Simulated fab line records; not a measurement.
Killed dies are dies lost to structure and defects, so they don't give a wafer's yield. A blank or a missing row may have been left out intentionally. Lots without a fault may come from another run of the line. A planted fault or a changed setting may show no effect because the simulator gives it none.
A struck lot beside a sound one :: flow n5-finfet :: 14 steps out of a route of 1938
Sound: wafers L531.2, L531.3, L531.6. Wafers struck: L520.2, L520.4, L520.5. At the end, the cause is stated.
Per side, at each step with rows, come the tool, then ch with its chambers, and then its first start. Under that, the readings that differ: sound wafers :: struck wafers :: difference of the means :: sigmas: that difference in standard deviations of wafers without a fault.
alike: words and numbers the same on both sides, and readings whose means are apart by under 2 such deviations; not compared: readings that were withheld, readings missing a value for some wafer, numbers with overlapping values and no deviation given by the record, and bounds like >300 which may hide the same value.
The two part at a step that has a row with sigmas, a row that says differs or no value, or rows on one side only. Non-overlapping numbers with no deviation appear without sigmas and do not part them. A reading missing from all wafers of one side parts the sides only when that side holds two or more wafers.

N5_BEOL_M13_VIA_ETCH_16: etches SiOC in C4F8/O2/Ar, target depth 921.7 nm.
  sound on rie-diel-02 ch 0,1,2, day 16 13:49; struck on rie-diel-02 ch 0,2,3, day 14 16:30
  alike: chamber-pressure-mTorr, drypump-motor-current-A, oes-product-au, rf-vpp-V, showerhead-plenum-p-Torr, throttle-valve-pct
N5_BEOL_M13_STRIP_63: strips in N2/H2.
  sound on plasma-asher-01 ch 0,1, day 16 14:04; struck on plasma-asher-01 ch 0,1, day 14 16:47
  alike: chamber-pressure-mTorr, drypump-motor-current-A, heater-power-w, oes-product-au, strip-time-to-endpoint-s
  not compared: rf-hours-counter-h
N5_BEOL_M13_STRIP_64: strips in N2/H2.
  sound on plasma-asher-01 ch 0,1, day 16 14:07; struck on plasma-asher-01 ch 0,1, day 14 16:50
  alike: drypump-motor-current-A, heater-power-w, oes-product-au, strip-time-to-endpoint-s
  not compared: rf-hours-counter-h
then, 2 steps without rows for these wafers: N5_BEOL_M13_STRIP_71 (strips in post etch residue remover, time 60 s); N5_BEOL_M13_SRD_72 (time 30 s, dry time 30 s).
N5_BEOL_M13_CD_MEAS_17: target cd 190 nm.
  sound on cd-sem-02 at day 16 14:16; struck on cd-sem-03 at day 14 16:59
  alike: cd-nm
then, 6 steps without rows for these wafers: N5_BEOL_M13_COAT_65 (time 60 s, resist thk 350 nm); N5_BEOL_M13_COAT_66 (time 60 s, resist thk 110 nm); N5_BEOL_M13_COAT_22 (resist thk 300 nm); N5_BEOL_M13_EBR_24; N5_BEOL_M13_SOFTBAKE_23 (time 60 s); N5_BEOL_M13_EXPOSE_25 (exposes mask M13, target cd 210 nm).
N5_BEOL_M13_PEB_26: peb time 90 s.
  sound on litho-track-02 ch 0, day 16 14:36; struck on litho-track-02, day 14 17:20
  no value came back on the struck wafers for chill-plate-temp-C (C), exhaust-pa (Pa), resist-line-temp-C (C); on the sound wafers chill-plate-temp-C (C) reads 22.90 22.96 22.99
then, 1 step without rows for these wafers: N5_BEOL_M13_DEVELOP_27 (develop time 45 s).

## WHERE THEY PART
Only at N5_BEOL_M13_PEB_26, within this record.

WHY: what had been put in by the simulator
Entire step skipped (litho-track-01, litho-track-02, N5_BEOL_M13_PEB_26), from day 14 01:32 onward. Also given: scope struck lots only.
